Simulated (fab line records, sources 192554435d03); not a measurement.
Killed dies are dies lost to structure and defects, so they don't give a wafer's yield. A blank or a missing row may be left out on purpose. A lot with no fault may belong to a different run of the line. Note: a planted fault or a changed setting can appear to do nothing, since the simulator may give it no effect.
fab line records	flow n5_finfet
[record] lots = 4	wafers = 12	last_day = 16
route steps=1938 shown BEOL_M8@1368 BEOL_M9@1401 BEOL_M15@1830 PASSIVATION@1936
lots that met no fault: from a run of the same line without faults
start_h: the number of hours between the record's first day and the start of the first shown wafer of the lot	wait_h: how many hours have passed since the lot's step before this one	" repeats the value in the row above	L1.1+2: a row that stands for several wafers	- value missing, or start not given	* or withheld: withheld	< > ~ a bound
route shown NAME@n: a module of which the file shows steps, and the number in the route of the first	usual: average and standard deviation across the fault-free wafers	same: alike in all rows	chamber/n: place in a boat	sites: the reading at each site	_std_site: how widely they spread, as a standard deviation	_edge_site: outer sites' mean less inner sites'	radius_mm: how far each site lies from the wafer's centre	mask NAME#n: copy n	behind: the last tool/chamber to shape the wafer	hold: cause of the lot's hold/its duration in hours/its outcome	device: names the non-switching transistor (n, p or np)	end of line: the route-end tests of the same wafers	step lacking rows: just its recipe	killed: count of dies lost to structure and defects at first sort (not the wafer's yield)	map: the dies of a wafer, with x for killed, . for not killed, _ for no die there
set.NAME: the setting the step ran with; set.NAME@STEP: the setting that earlier step ran with	model.NAME: the simulator's own value behind a step, which no gauge read
lots at some steps of the route; a table a step, a row a wafer
services: from which hour (start_h, from the record's first day; less than 0 if before it) a tool's chamber was out of use, for how many hours, and why
[[steps]]
[step N5_BEOL_M8_DESCUM_33]
[recipe] chemistry = O2	time_s = 7	source_power_w = 50	bias_power_w = 20	pressure_mtorr = 20	rf_frequency_hz = 2.712e+07	temp_c = 40	resist = CAR-EUV	o2_flow_sccm = 225
[step N5_BEOL_M8_ETCH_72]
[recipe] chemistry = N2/H2	target = underlayer	target_depth_a = 65	mask_material = CAR-EUV	time_s = 5.2	ion_energy_ev = 200	pressure_mtorr = 30	source_w = 840	bias_w = 150	n2_flow_sccm = 200	h2_flow_sccm = 200	ends = cleared
[step N5_BEOL_M8_ETCH_65]
[recipe] chemistry = CF4	target = SiARC	target_depth_a = 156	mask_material = CAR-EUV	time_s = 26	ion_energy_ev = 80	pressure_mtorr = 40	source_w = 545	bias_w = 36	Ar_flow_sccm = 100	cf4_flow_sccm = 100	ends = cleared
[step N5_BEOL_M8_ETCH_66]
[recipe] chemistry = N2/H2	target = SOC	target_depth_a = 800	overetch_a = 160	mask_material = SiARC	temp_c = 40	time_s = 120	ion_energy_ev = 200	pressure_mtorr = 30	source_w = 840	bias_w = 150	n2_flow_sccm = 200	h2_flow_sccm = 200
[step N5_BEOL_M8_STRIP_69]
[recipe] chemistry = N2/H2	temp_c = 40	n2_flow_sccm = 200	h2_flow_sccm = 200	rf_frequency_hz = 6e+07
[step N5_BEOL_M8_STRIP_73]
[recipe] chemistry = N2/H2	temp_c = 40	n2_flow_sccm = 200	h2_flow_sccm = 200	rf_frequency_hz = 6e+07
[step N5_BEOL_M8_VIA_ETCH_34]
[recipe] chemistry = C4F6/O2	target = SiCOH_lowk	target_depth_a = 1255	mask_material = SOC	taper_deg = 4	time_s = 50.5	ion_energy_ev = 250	pressure_mtorr = 30	source_w = 345	bias_w = 185	Ar_flow_sccm = 300	C4F6_flow_sccm = 10	O2_flow_sccm = 10
[step N5_BEOL_M8_STRIP_76]
[recipe] chemistry = C4F6/O2	resist = SiARC	rf_frequency_hz = 6e+07
[step N5_BEOL_M8_STRIP_36]
[recipe] chemistry = N2/H2	power_w = 450	temp_c = 40	pressure_mtorr = 20	rf_frequency_hz = 6e+07	overash_fraction = 0.3	bias_power_w = 7	h2_frac = 0.5	n2_flow_sccm = 200	h2_flow_sccm = 200
[step N5_BEOL_M8_TRENCH_ETCH_37]
[recipe] chemistry = C4F6/O2	target_depth_a = 934.78	target = SiCOH_lowk	time_s = 31.2	ion_energy_ev = 250	pressure_mtorr = 30	source_w = 345	bias_w = 185	Ar_flow_sccm = 300	C4F6_flow_sccm = 10	O2_flow_sccm = 10
[usual] drypump_motor_current_A = 5.8/0.45	oes_f_703_au = 0.78/0.087	oes_product_au = 0.78/0.088	rf_fwd_power_W = 339.9/1.7	rf_vpp_V = 662/10	showerhead_plenum_p_Torr = 2.86/0.071	throttle_valve_pct = 21.05/0.22
lot.wafer	tool	chamber	start_h	wait_h	drypump_motor_current_A	oes_f_703_au	oes_product_au	rf_fwd_power_W	rf_hours_counter_h	rf_vpp_V	showerhead_plenum_p_Torr	throttle_valve_pct	model.etch.depth_nm	model.BEOL_M8.feature_depth_nm
L613.1	rie_diel-04	0	234.33	-	5.3	0.72	0.70	337.7	223	644	2.83	21.00	92.78	92.8
L613.2	"	1	"	"	5.6	0.81	0.79	339.1	110	662	2.88	21.19	94.95	95
L613.6	"	0	"	"	5.3	0.72	0.69	337.1	-	645	2.83	21.01	92.55	92.6
L622.2	rie_diel-04	2	294.60	-	6.0	0.52	0.70	255.7	144	761	2.85	20.70	83.21	83.2
L622.3	"	3	"	"	5.6	0.67	0.86	256.3	33	780	2.91	21.09	85.18	85.2
L622.4	"	1	"	"	5.5	0.57	0.73	255.2	134	761	2.87	21.21	84.79	84.8
L628.1	rie_diel-01	0	317.21	-	5.9	0.69	0.70	340.4	218	654	2.70	20.79	90.44	90.4
L628.2	"	3	"	"	6.7	0.93	0.96	339.6	12	676	2.92	20.97	96.08	96
L628.4	"	0	"	"	5.9	0.69	0.70	340.3	-	652	2.70	20.81	90.03	90
L627.1	rie_diel-04	3	317.25	-	5.6	0.66	0.85	255.9	38	781	2.91	21.08	85.67	85.6
L627.3	"	2	"	"	5.9	0.51	0.70	258.1	154	761	2.85	20.72	83.36	83.4
L627.6	"	2	"	"	6.0	0.51	0.71	257.3	-	761	2.85	20.72	83.76	83.8
[step N5_BEOL_M8_ETCH_41]
[recipe] chemistry = CH3F/O2	target = SiCN	target_depth_a = 319	taper_deg = 2	time_s = 57.8	ion_energy_ev = 120	mask_material = TiN	pressure_mtorr = 30	source_w = 395	bias_w = 75	Ar_flow_sccm = 150	CH3F_flow_sccm = 30	O2_flow_sccm = 20
[step N5_BEOL_M8_STRIP_80]
[recipe] chemistry = N2/H2	time_s = 10	power_w = 450	temp_c = 40	pressure_mtorr = 20	rf_frequency_hz = 6e+07	bias_power_w = 7	n2_flow_sccm = 200	h2_flow_sccm = 200
[step N5_BEOL_M8_OCD_MEAS_38]
[usual] trench_depth_nm = 92.8/1.8
lot.wafer	tool	chamber	start_h	wait_h	trench_depth_nm
L613.1	ocd-02	-	234.49	-	93.4
L613.2	"	-	"	"	94.9
L613.6	"	-	"	"	92.5
L622.2	ocd-01	-	294.76	-	83.0
L622.3	"	-	"	"	84.9
L622.4	"	-	"	"	84.3
L628.1	ocd-02	-	317.36	-	90.6
L628.2	"	-	"	"	96.1
L628.4	"	-	"	"	90.2
L627.1	ocd-01	-	317.41	-	85.9
L627.3	"	-	"	"	83.7
L627.6	"	-	"	"	84.0
[step N5_BEOL_M8_HM_STRIP_39]
[recipe] chemistry = peroxide_tin_strip	material = TiN	target_depth_a = 250	temp_c = 50	time_s = 158
[step N5_BEOL_M8_SRD_40]
[recipe] time_s = 30	temp_c = 23	rinse_liquid = diw	dry = ipa_marangoni
[step N5_BEOL_M8_PRECLEAN_42]
[recipe] chemistry = residue_remover	time_s = 60	temp_c = 40
[step N5_BEOL_M8_SRD_43]
[recipe] time_s = 30	temp_c = 23	rinse_liquid = diw	dry = ipa_marangoni
[step N5_BEOL_M8_CURE_75]
[recipe] temp_c = 370	time_s = 120	ambient = DMADMS/He	material = SiCOH_lowk
[step N5_BEOL_M8_DEGAS_44]
[recipe] ambient = vacuum	temp_c = 250	time_s = 60
[step N5_BEOL_M8_PRE_CLEAN_45]
[recipe] gas = H2/He	time_s = 30	temp_c = 250
[step N5_BEOL_M8_ALD_77]
[recipe] material = TaN	target_thk_a = 20	temp_c = 275	ald_precursor_family = PDMAT	ald_co_reactant = NH3	pressure_torr = 3	carrier_flow_sccm = 1500	pulse_time_s = 2	purge_time_s = 3	co_reactant_purge_time_s = 2	co_reactant_pulse_time_s = 3	ald_cycles = 40	precursor_vessel_temp_c = 75	precursor_vessel_pressure_torr = 26.25	precursor_vessel_carrier_sccm = 1000
[step N5_BEOL_M8_SURFACE_TREAT_79]
[recipe] gas = Ar	time_s = *	ion_energy_ev = *	ion_current_ma_cm2 = 0.5	pressure_mtorr = *	ar_flow_sccm = 30
[step N5_BEOL_M8_CVD_78]
[recipe] material = Co	target_thk_a = 20	temp_c = withheld	precursor = CCTBA/H2	pressure_torr = 30	time_s = 142.3
[step N5_BEOL_M8_SPUTTER_48]
[recipe] material = Cu	target_thk_a = 100	temp_c = -20	bias_v = 60	power_w = 26000	chamber_pressure_pa = 0.13	time_s = 1.667
[step N5_BEOL_M8_ECD_50]
[recipe] material = Cu	target_thk_a = 3000
[step N5_BEOL_M8_ANNEAL_51]
[recipe] temp_c = 225	time_s = 90	ambient = N2
[step N5_BEOL_M8_CMP_52]
[recipe] stop_on = SiCOH_lowk	t_overpolish_s = 6.9	down_force_psi = 1	platen_rpm = 50	clearing_platen_down_force_psi = 1.5	clearing_platen_rpm = 50	post_cmp_clean = cu_alkaline	target_thk_nm = 80	clearing_platen_pad_velocity_m_s = 0.99484	pad_velocity_m_s = 0.99484
[usual] barrier_field_endpoint_s = 29.2/0.72	motor_current_A = 6.2/0.68	overpolish_run_s = 6.900/0.0089	slurry_filter_dp_kPa = 13.49/0.14	time_to_endpoint_s = 62.4/2.7
lot.wafer	tool	chamber	start_h	wait_h	barrier_field_endpoint_s	motor_current_A	overpolish_run_s	slurry_filter_dp_kPa	time_to_endpoint_s	model.Cu_of_BEOL_M8_ECD_50.thk_nm
L613.2	cmp-01	0	236.80	0.3	28.2	6.6	6.900	13.46	61.2	81.6
L613.1	"	2	"	"	28.1	7.6	6.890	13.54	62.9	79.8
L613.6	"	0	"	"	28.9	6.8	6.898	13.60	61.7	77.8
L622.2	cmp-02	1	297.08	0.2	28.7	6.6	6.896	13.46	67.0	70.4
L622.3	"	2	"	"	28.0	6.2	6.900	13.59	64.4	70.4
L622.4	"	0	"	"	28.6	5.7	6.915	13.37	58.6	71
L628.2	cmp-02	1	319.50	0.2	29.2	6.9	6.898	13.59	65.5	83.6
L628.4	"	3	"	"	28.7	6.2	6.896	13.57	59.3	75.4
L628.1	"	0	"	"	27.9	5.9	6.897	13.46	59.1	75
L627.1	cmp-02	0	319.93	0.3	28.1	5.7	6.895	13.63	55.9	70.8
L627.3	"	1	"	"	28.4	6.9	6.924	13.41	59.1	70
L627.6	"	2	"	"	29.9	6.0	6.916	13.37	59.7	70
[step N5_BEOL_M8_THK_MEAS_53]
[recipe] thk_meas_gauge = xrf	reads = Cu_of_BEOL_M8_ECD_50
[usual] M8_THK = 81.9/2.1
lot.wafer	tool	chamber	start_h	wait_h	M8_THK[nm]
L613.1	film_metro-02	-	237.06	-	83.0
L613.2	"	-	"	"	84.8
L613.6	"	-	"	"	81.2
L622.2	film_metro-01	-	297.37	-	72.0
L622.3	"	-	"	"	72.3
L622.4	"	-	"	"	72.9
L628.1	film_metro-02	-	319.82	-	78.0
L628.2	"	-	"	"	86.8
L628.4	"	-	"	"	77.9
L627.1	film_metro-02	-	320.15	-	72.8
L627.3	"	-	"	"	71.9
L627.6	"	-	"	"	71.8
[step N5_BEOL_M8_PRE_CLEAN_55]
[recipe] gas = NH3	time_s = 15	temp_c = withheld	rf_power_w = 300
[step N5_BEOL_M8_DEP_56]
[recipe] material = SiCN	target_thk_a = 100	temp_c = withheld	precursor = 3MS/NH3	pressure_torr = 3	rf_w = 202	time_s = 17.5
[step N5_BEOL_M8_RS_MEAS_57]
[recipe] thk_meas_gauge = four-point-probe	reads = Cu_of_BEOL_M8_ECD_50+Co_of_BEOL_M8_CVD_78+TaN_of_BEOL_M8_ALD_77
[usual] M8_RS = 0.289/0.0081
lot.wafer	tool	chamber	start_h	wait_h	M8_RS[ohm/sq]
L613.1	film_metro-02	-	237.22	0.1	0.287
L613.2	"	-	"	"	0.280
L613.6	"	-	"	"	0.296
L622.2	film_metro-02	-	297.50	0.1	0.333
L622.3	"	-	"	"	0.334
L622.4	"	-	"	"	0.329
L628.1	film_metro-02	-	319.95	0.1	0.308
L628.2	"	-	"	"	0.273
L628.4	"	-	"	"	0.307
L627.1	film_metro-02	-	320.28	0.1	0.331
L627.3	"	-	"	"	0.335
L627.6	"	-	"	"	0.335
[step N5_BEOL_M9_ILD_DEP_00]
[recipe] material = SiCOH_lowk	target_thk_a = 3085.1	temp_c = 300	precursor = DEMS/porogen	pressure_torr = 5	rf_w = 500	time_s = 58
[step N5_BEOL_M9_CURE_71]
[recipe] temp_c = 385	time_s = 240	ambient = He/Ar	material = SiCOH_lowk
[step N5_BEOL_M9_PECVD_70]
[recipe] material = SiO2	target_thk_a = 200	temp_c = 400	precursor = TEOS/O2	pressure_torr = 5.5	rf_w = 450	teos_flow_sccm = 53.8	gas = O2	flow_sccm = 3000	time_s = 22.7
[step N5_BEOL_M9_HM_DEP_02]
[recipe] material = TiN	target_thk_a = 200	temp_c = 25	chamber_pressure_pa = 0.49996
[step N5_BEOL_M9_COAT_59]
[recipe] resist = SOC	temp_c = 250	time_s = 60	spin_rpm = 1500	resist_thk_nm = 100
[step N5_BEOL_M15_RC_MEAS_101]
[usual] COMB_M10 = 1.4e-11/3.2e-12	COMB_M11 = 1.43e-11/3e-12	COMB_M11_max_site = 2.1e-11/4.8e-12	COMB_M12 = 5.8e-12/1.3e-12	COMB_M13 = 4.5e-12/9.1e-13	COMB_M13_max_site = 6.5e-12/1.4e-12	COMB_M14 = 3.1e-12/7.8e-13	COMB_M15 = 2e-12/5.1e-13	COMB_M5 = 3.5e-11/7e-12	COMB_M6 = 2.5e-11/4.8e-12	COMB_M6_max_site = 3.7e-11/7.6e-12	COMB_M7 = 2.6e-11/5.3e-12	COMB_M8 = 2.5e-11/5.8e-12	COMB_M9 = 1.38e-11/3e-12	COMB_M9_max_site = 2e-11/4.8e-12	SERP_M10 = 3.10/0.096	SERP_M11 = 3.09/0.086	SERP_M12 = 0.644/0.016	SERP_M13 = 0.311/0.0075	SERP_M13_max_site = 0.315/0.0078	SERP_M14 = 0.162/0.0047	SERP_M5 = 39.5/1.9	SERP_M6 = 14.0/0.55	SERP_M7 = 14.0/0.55	SERP_M8 = 13.9/0.54	SERP_M8_max_site = 14.4/0.56	SERP_M9 = 3.07/0.099
lot.wafer	tool	chamber	start_h	wait_h	COMB_M10[S/m]	COMB_M11[S/m]	COMB_M11_max_site[S/m]	COMB_M12[S/m]	COMB_M13[S/m]	COMB_M13_max_site[S/m]	COMB_M14[S/m]	COMB_M15[S/m]	COMB_M5[S/m]	COMB_M6[S/m]	COMB_M6_max_site[S/m]	COMB_M7[S/m]	COMB_M8[S/m]	COMB_M9[S/m]	COMB_M9_max_site[S/m]	SERP_M10[ohm/um]	SERP_M11[ohm/um]	SERP_M12[ohm/um]	SERP_M13[ohm/um]	SERP_M13_max_site[ohm/um]	SERP_M14[ohm/um]	SERP_M5[ohm/um]	SERP_M6[ohm/um]	SERP_M7[ohm/um]	SERP_M8[ohm/um]	SERP_M8_max_site[ohm/um]	SERP_M9[ohm/um]
L613.1	prober-01	0	288.35	0.0	1.3e-11	1.46e-11	2.4e-11	6.1e-12	5.1e-12	8.4e-12	2.4e-12	2.2e-12	3.7e-11	2e-11	3.2e-11	3e-11	2.5e-11	1.42e-11	3.2e-11	2.98	3.09	0.681	0.319	0.320	0.169	40.4	14.2	13.5	13.5	14.0	3.21
L613.2	"	0	"	"	2.2e-11	1.22e-11	1.5e-11	7.9e-12	3.4e-12	4.1e-12	4.4e-12	2.2e-12	4.6e-11	1.7e-11	2.4e-11	2e-11	2.8e-11	1.85e-11	2.3e-11	3.03	2.95	0.650	0.307	0.310	0.166	40.4	15.4	13.8	12.7	13.2	3.19
L613.6	"	0	"	"	1.5e-11	1.67e-11	2.1e-11	4.2e-12	3.1e-12	6.1e-12	2.5e-12	3.1e-12	4.3e-11	1.8e-11	2.8e-11	3.8e-11	3.6e-11	1.86e-11	2.4e-11	2.91	3.03	0.648	0.316	0.320	0.164	38.5	14.1	13.6	13.1	13.8	3.08
L622.2	prober-02	0	354.57	0.2	1.5e-11	1.47e-11	1.9e-11	6.4e-12	4.9e-12	7e-12	2.4e-12	2.3e-12	2.6e-11	3.2e-11	4.2e-11	3e-11	2.7e-11	1.15e-11	1.6e-11	3.29	3.09	0.629	0.318	0.320	0.155	42.2	13.7	13.9	15.9	16.3	3.13
L622.3	"	0	"	"	1.5e-11	1.15e-11	1.8e-11	4.7e-12	3.4e-12	5.8e-12	4.6e-12	2.3e-12	2.9e-11	2.7e-11	4.3e-11	2.5e-11	2.6e-11	1.14e-11	1.4e-11	3.01	3.15	0.650	0.322	0.324	0.160	42.5	13.2	13.7	15.9	16.8	3.12
L622.4	"	0	"	"	1.7e-11	1.95e-11	3.1e-11	4.9e-12	4.2e-12	5.6e-12	4.3e-12	1.7e-12	2.8e-11	2.7e-11	4.1e-11	2.5e-11	2.7e-11	9.8e-12	1.5e-11	3.10	3.12	0.627	0.305	0.308	0.153	39.9	14.0	14.6	15.9	16.6	3.01
L628.1	prober-01	0	366.85	0.0	1.1e-11	1.63e-11	2.4e-11	7.3e-12	3.7e-12	6.2e-12	4.1e-12	2.1e-12	3.2e-11	1.9e-11	2.7e-11	2.1e-11	2.2e-11	1.58e-11	2.5e-11	3.13	3.04	0.620	0.317	0.319	0.162	39.3	13.3	14.9	14.6	15.3	2.91
L628.2	"	0	"	"	1.2e-11	1.53e-11	2.5e-11	6e-12	5e-12	5.9e-12	5.1e-12	2.6e-12	3.9e-11	3.1e-11	4.1e-11	3.1e-11	2.2e-11	2.15e-11	3.3e-11	3.18	3.12	0.640	0.315	0.317	0.163	38.2	13.0	13.4	13.3	13.5	3.09
L628.4	"	0	"	"	1.6e-11	1.51e-11	2.8e-11	5.1e-12	3.8e-12	6.1e-12	2.4e-12	1.5e-12	3.1e-11	2.1e-11	2.9e-11	2.2e-11	2.5e-11	1.27e-11	1.9e-11	3.13	3.10	0.634	0.309	0.312	0.166	40.2	12.7	13.6	15.2	15.7	3.03
L627.1	prober-01	0	374.93	0.0	1.5e-11	1.73e-11	2e-11	4.6e-12	3.9e-12	5.2e-12	3.1e-12	1.9e-12	4.7e-11	2.1e-11	3.3e-11	1.6e-11	2.1e-11	1.1e-11	1.9e-11	3.10	3.17	0.651	0.324	0.328	0.168	36.8	15.0	13.4	15.5	16.9	3.13
L627.3	"	0	"	"	1.7e-11	1.57e-11	1.7e-11	4.4e-12	3.3e-12	6.3e-12	2.5e-12	1.3e-12	4.9e-11	2.6e-11	3.5e-11	2.3e-11	3e-11	1.87e-11	2e-11	3.02	3.21	0.679	0.309	0.313	0.159	41.5	14.1	14.4	15.7	16.5	2.91
L627.6	"	0	"	"	1.2e-11	1.72e-11	2.1e-11	3.4e-12	4.1e-12	6.9e-12	2.1e-12	1.2e-12	5.1e-11	2.1e-11	2.9e-11	2.5e-11	2e-11	1.7e-11	2.6e-11	2.97	3.14	0.674	0.312	0.315	0.166	40.8	14.3	13.6	15.6	16.2	3.10
// sites SERP_M8 radius_mm=0,75,75,75,75,140,140,140,140
L613.1 13.5 13.3 14.0 13.5 13.8 13.1 13.3 13.3 13.8
L622.2 15.6 16.0 15.4 16.3 15.5 15.8 15.9 16.1 15.9
L628.1 15.0 15.3 15.0 14.5 14.8 14.6 14.4 13.5 14.4
L627.1 14.7 15.5 14.9 14.9 15.3 16.2 16.2 15.8 16.9
[step N5_PASSIVATION_PROBE_49]
[usual] defect_limited_yield = 91.0/1.5	killed_at_M0_to_M3 = 35/11	killed_at_M4_up = 13/6	killed_at_contacts = 14/6.5	killed_at_front_end = 40/12	killed_at_other = 4/3.4	killed_dies = 106/18	killed_open = 68/14	killed_short = 35/7.7	sort_bin_5_function = 5.2/0.98	sort_bin_6_memory = 3.4/0.72	sort_bin_8_speed = 0.02/0.24	sort_n_pass = 1074/18	sort_yield_pct = 91.0/1.5
[same] gross_dies = 1180	killed_at_back_side = 0	sort_bin_4_leakage[%] = 0
lot.wafer	tool	chamber	start_h	wait_h	defect_limited_yield[%]	killed_at_M0_to_M3	killed_at_M4_up	killed_at_contacts	killed_at_front_end	killed_at_other	killed_dies	killed_open	killed_short	sort_bin_5_function[%]	sort_bin_6_memory[%]	sort_bin_8_speed[%]	sort_n_pass	sort_yield_pct[%]
L613.1	prober-02	-	302.41	0.0	89.0	58	12	14	43	3	130	88	37	6.4	4.3	0	1050	89.0
L613.2	prober-02	-	302.46	0.1	94.1	24	10	18	18	0	70	46	22	3.8	1.9	0	1110	94.1
L613.6	prober-02	-	302.66	0.3	92.7	40	12	10	20	4	86	60	24	4.1	3.0	0	1094	92.7
L622.2	prober-02	-	366.62	0.1	91.8	28	18	8	40	3	97	55	42	5.1	2.7	0	1083	91.8
L622.3	prober-02	-	366.67	0.1	91.0	33	21	15	32	5	106	66	39	6.1	2.6	0	1074	91.0
L622.4	prober-02	-	366.72	0.2	90.8	29	21	4	52	3	109	61	45	5.8	2.8	0	1071	90.8
// killed by level:class
L613.1 FIN_SAQP:geometric_particle:open=22 BEOL_M0_SAQP:geometric_particle:short=22 BEOL_M0_SAQP:geometric_particle:open=21 MOL_CONTACT_COAG:geometric_particle:open=10 BEOL_M1:geometric_particle:open=7 DUMMY_GATE:geometric_particle:open=5 BEOL_M5:geometric_particle:open=5 FIN_SAQP:geometric_particle:short=4
L613.2 MOL_CONTACT_COAG:geometric_particle:open=13 BEOL_M0_SAQP:geometric_particle:open=8 BEOL_M0_SAQP:geometric_particle:short=7 FIN_SAQP:geometric_particle:open=5 MOL_CONTACT_COAG:geometric_particle:short=5 BEOL_M1:geometric_particle:open=3 BEOL_M3:geometric_particle:open=3 BEOL_M4:geometric_particle:open=3
L613.6 BEOL_M0_SAQP:geometric_particle:open=12 BEOL_M3:geometric_particle:open=10 BEOL_M0_SAQP:geometric_particle:short=9 MOL_CONTACT_COAG:geometric_particle:open=6 BEOL_M8:geometric_particle:open=6 DUMMY_GATE:geometric_particle:open=5 MOL_CONTACT_COAG:geometric_particle:short=4 FIN_SAQP:geometric_particle:open=3
L622.2 BEOL_M1:geometric_particle:open=9 BEOL_M4:geometric_particle:open=8 FIN_SAQP:geometric_particle:open=7 FIN_SAQP:geometric_particle:short=7 MOL_CONTACT_COAG:geometric_particle:open=7 BEOL_M0_SAQP:geometric_particle:short=6 STARTING-WAFER:geometric_particle:open=6 GATE_CUT:geometric_particle:short=5
L622.3 MOL_CONTACT_COAG:geometric_particle:open=13 BEOL_M0_SAQP:geometric_particle:open=8 BEOL_M4:geometric_particle:open=8 BEOL_M0_SAQP:geometric_particle:short=7 GATE_CUT:geometric_particle:short=6 FIN_SAQP:geometric_particle:open=5 BEOL_M2:geometric_particle:open=5 STARTING-WAFER:geometric_particle:open=5
L622.4 FIN_SAQP:geometric_particle:short=16 BEOL_M0_SAQP:geometric_particle:open=15 STI_FIN_REVEAL:geometric_particle:open=9 FIN_SAQP:geometric_particle:open=7 BEOL_M4:geometric_particle:short=6 GATE_CUT:geometric_particle:short=6 GATE_CUT:geometric_particle:open=6 BEOL_M2:geometric_particle:short=6
[[services]]
tool	chamber	start_h	hours	kind
cmp-01	-	215.26	4.0	pm
cmp-01	-	219.26	-	consumable_replace:conditioner
cmp-01	-	219.26	-	consumable_replace:pad
cmp-02	-	231.34	4.0	pm
cmp-02	-	235.34	-	consumable_replace:conditioner
cmp-02	-	235.34	-	consumable_replace:pad
rie_diel-01	3	242.29	6.0	repair
rie_diel-01	1	269.22	5.2	repair
rie_diel-01	-	280.26	14.6	pm
cmp-01	-	281.67	3.9	repair
rie_diel-04	0	305.44	-	clean
rie_diel-04	0	305.44	-	consumable_replace:focus_ring
rie_diel-04	0	305.44	17.7	scheduled_down
rie_diel-04	0	305.44	17.7	vent_cycle
cmp-02	-	312.55	0.3	repair
rie_diel-01	1	315.35	8.1	repair
[[key]]
[first_sign] step = N5_BEOL_M8_TRENCH_ETCH_37	reading = rf_fwd_power_W	direction = down	sigmas = 50	usual = *	struck = *
[effect] step = N5_BEOL_M8_TRENCH_ETCH_37	reading = rf_vpp_V	direction = up	sigmas = 10	usual = 662	struck = 768
[effect] step = N5_BEOL_M8_OCD_MEAS_38	reading = trench_depth_nm	direction = down	sigmas = 4.8	usual = 92.8	struck = 84.3
[effect] step = N5_BEOL_M8_THK_MEAS_53	reading = M8_THK	direction = down	sigmas = 4.6	usual = 81.9	struck = 72.3
[effect] step = N5_BEOL_M8_RS_MEAS_57	reading = M8_RS	direction = up	sigmas = 5.4	usual = 0.289	struck = 0.333
[effect] step = N5_BEOL_M15_RC_MEAS_101	reading = SERP_M8	direction = up	sigmas = 3.4	usual = 13.9	struck = 15.7
[model_effect] step = N5_BEOL_M8_TRENCH_ETCH_37	value = etch.depth_nm	without = 93.76	struck = 84.33
[model_effect] step = N5_BEOL_M8_CMP_52	value = Cu_of_BEOL_M8_ECD_50.thk_nm	without = 79.93	struck = 70.43
met_at N5_BEOL_M8_TRENCH_ETCH_37
struck_wafers L622.2,L622.3,L622.4,L627.1,L627.3,L627.6
onset_between 234.33 294.60
[fault] kind = process_parameter_drift	tool = rie_diel-04	chamber = -	onset_h = 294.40	steps = N5_BEOL_M8_TRENCH_ETCH_37	channel = source_w	offset = -82.8	shape = step	end_h = 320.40	acts_in = these_recipes_only	stated = 345
